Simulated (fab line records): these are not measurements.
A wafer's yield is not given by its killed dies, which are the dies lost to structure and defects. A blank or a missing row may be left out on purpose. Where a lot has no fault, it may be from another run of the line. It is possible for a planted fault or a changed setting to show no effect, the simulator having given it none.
Which tool did it? | flow nand_harc | at 1 step of a route of 1302, 13 lots with 39 wafers sampled

## WHAT THE GAUGES READ, wafer by wafer
NHARC_A_CONTACT_CD_MEAS_53. Usual: cd_nm reads 289.6 nm (standard deviation 0.72).
lot  | measured     | on        | cd_nm (nm)        | flag
L460 | day 22 08:27 | cd_sem-02 | 289.9 289.9 290.1 |
L458 | day 22 09:20 | cd_sem-01 | 289.4 289.8 288.9 |
L457 | day 22 12:54 | cd_sem-01 | 290.8 289.5 290.5 |
L459 | day 22 16:35 | cd_sem-02 | 289.6 289.2 289.2 |
L462 | day 23 10:10 | cd_sem-02 | 290.2 290.1 290.4 |
L461 | day 23 10:50 | cd_sem-01 | 290.7 290.9 290.7 |
L464 | day 24 16:47 | cd_sem-02 | 289.5 289.5 289.4 |
L468 | day 26 20:02 | cd_sem-02 | 289.4 288.9 289.3 |
L473 | day 28 16:16 | cd_sem-03 | 290.3 290.4 290.1 |
L476 | day 29 20:04 | cd_sem-02 | 289.5 288.8 289.6 |
L477 | day 30 00:10 | cd_sem-03 | 289.1 289.5 289.3 |
L479 | day 30 16:44 | cd_sem-01 | 288.0 288.7 288.5 |
L480 | day 31 23:18 | cd_sem-01 | 289.1 288.5 288.1 |

## TOOL THAT RAN EACH LOT (tool first, then ch and the chambers of the sampled wafers, then the start)
The record holds no process step before these readings.

## WHAT THE TOOLS THEMSELVES READ (means of the sampled wafers that have a number; where no wafer has one, the mark that the record gives instead)
The record holds no such reading with a usual standard deviation.

## THE ANSWER, worked out from the rows above alone
Rule: a lot counts as off when the mean over its wafers that have a number is more than 3 standard deviations away from the usual mean. A lot without any number at a reading at which 4 lots or more have one is off too. The other lots that the step has rows for count as sound. After the gauges, taken in route order, come the tools' own readings; for these a lot's mean is taken, as printed above. The first step at which some lot is off is used, and at that step the reading that is off furthest; a lot without a number counts as furthest.
Nothing can be told from this: no lot is off at any reading shown.

## WHAT HAD BEEN PUT IN BY THE SIMULATOR
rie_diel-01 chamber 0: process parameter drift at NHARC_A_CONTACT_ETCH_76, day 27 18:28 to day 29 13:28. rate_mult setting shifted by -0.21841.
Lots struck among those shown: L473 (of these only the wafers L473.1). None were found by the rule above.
